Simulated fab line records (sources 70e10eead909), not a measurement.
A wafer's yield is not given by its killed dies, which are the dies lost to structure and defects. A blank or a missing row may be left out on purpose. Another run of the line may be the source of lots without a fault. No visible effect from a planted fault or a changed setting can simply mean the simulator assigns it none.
A lot that was struck, set against a sound lot || flow nand harc || 17 steps out of a route of 1159
Sound: wafers L838.2, L838.4, L838.6. Wafers L822.1, L822.2, L822.4 were the ones struck. The cause is given at the end.
Per side, at each step with rows, come the tool, then ch with its chambers, and then its first start. Under that, the readings that differ: sound wafers || struck wafers || difference of the means || sigmas: that difference in standard deviations of wafers without a fault.
alike: readings whose means differ by less than 2 such deviations, and words and numbers that are the same on both sides. not compared: withheld readings, readings that some wafer has no value for, bounds like >300 that may hide the same value, and numbers for which the record gives no deviation and whose values overlap.
A row with sigmas, a row that says differs or no value, or rows on one side alone: a step with any of these is where the two part. When numbers do not overlap yet have no deviation, they are printed without sigmas and do not part them. A reading missing from all wafers of one side parts the sides only when that side holds two or more wafers.

first, 1 step without rows for these wafers: NHARC_A_BONDPAD_ETCH_34 (etches the open film in N2/H2, target depth 60 nm, overetch 18 nm, time 65.91 s).
NHARC_A_BONDPAD_ETCH_12: etches the open film in CHF3/O2, target depth 220 nm, time 110 s.
  sound: rie diel-06 ch 1,2; struck: rie diel-06 ch 1,2,3
  alike: drypump motor current A, oes product au, rf vpp V, showerhead plenum p Torr, throttle valve pct
  not compared: rf hours counter h
NHARC_A_BONDPAD_CD_MEAS_13:
  struck on cd sem-01, day 18 06:19; sound on cd sem-03, day 22 17:15
  alike: cd nm
NHARC_A_BONDPAD_STRIP_15: strips in O2.
  sound on rie diel-06 ch 0,1,3, day 22 17:19; struck on rie diel-06 ch 1,2,3, day 18 06:25
  alike: drypump motor current A, oes product au, rf vpp V, showerhead plenum p Torr, throttle valve pct
  not compared: rf hours counter h
NHARC_A_BONDPAD_ETCH_24: etches the open film in CF4/N2, target depth 30 nm, time 72.99 s.
  sound: rie diel-06 ch 0,1,3; struck: rie diel-06 ch 0,2,3
{"reading": "oes product au (a.u.)", "sound": "1.005 1.004 1.003", "struck": "0.983 0.986 0.994", "difference": -0.016, "sigmas": -2}
  alike: drypump motor current A, rf vpp V, showerhead plenum p Torr, throttle valve pct
  not compared: rf hours counter h
then, 1 step without rows for these wafers: NHARC_A_BONDPAD_STRIP_16 (strips in post etch residue remover, time 600 s).
NHARC_A_BONDPAD_DEGAS_25: time 60 s.
  struck on pvd sputter-03, day 18 06:57; sound on pvd sputter-02, day 22 17:53
  alike: heater power w
then, 2 steps without rows for these wafers: NHARC_A_BONDPAD_PRE_CLEAN_26 (time 30 s); NHARC_A_BONDPAD_PVD_17 (deposits TaN, target thk 5 nm, time 8.06 s).
NHARC_A_BONDPAD_PVD_27: deposits Cu, target thk 30 nm, time 20.49 s.
  sound on pvd sputter-02; struck on pvd sputter-03
  alike: throttle valve pct
then, 2 steps without rows for these wafers: NHARC_A_BONDPAD_ECD_18 (material Cu, target thk 400 nm); NHARC_A_BONDPAD_ANNEAL_28 (time 90 s).
NHARC_A_BONDPAD_CMP_19: polishes, t overpolish 30 s, cu recess touch 16 s, target thk 169.8 nm.
  sound on cmp-01 ch 2,3, day 22 19:02; struck on cmp-04 ch 0,1,3, day 18 08:44
  no value came back on the struck wafers for cu recess touch s (s), edge zone pressure frac, motor current A (A), overpolish run s (s); on the sound wafers cu recess touch s (s) reads 16 16 16
NHARC_A_BONDPAD_THK_MEAS_20: measures by xrf.
  struck on film metro-02, day 18 09:02; sound on film metro-01, day 22 19:20
{"reading": "thk nm (nm)", "sound": "169.2 169.8 168.1", "struck": "401.3 403.3 401.1", "difference": "+232.9", "sigmas": "+99 or more"}
then, 1 step without rows for these wafers: NHARC_A_BONDPAD_SRD_21 (time 30 s, dry time 20 s).
NHARC_A_BONDPAD_INSPECT_23:
  struck on defect inspect-02, day 18 09:14; sound on defect inspect-02, day 22 19:34
{"reading": "raw defect count", "sound": "484 304 453", "struck": "3362 3272 3177", "difference": "+2857", "sigmas": "+24"}
NHARC_END_SORT_01:
  the record has rows for the struck wafers here (prober-01 ch 0, day 19 21:46) and none for the sound ones

== WHERE THEY PART ==
Last at NHARC_END_SORT_01 as far as this record goes, first at NHARC_A_BONDPAD_ETCH_24.

WHY: the cause the simulator had injected
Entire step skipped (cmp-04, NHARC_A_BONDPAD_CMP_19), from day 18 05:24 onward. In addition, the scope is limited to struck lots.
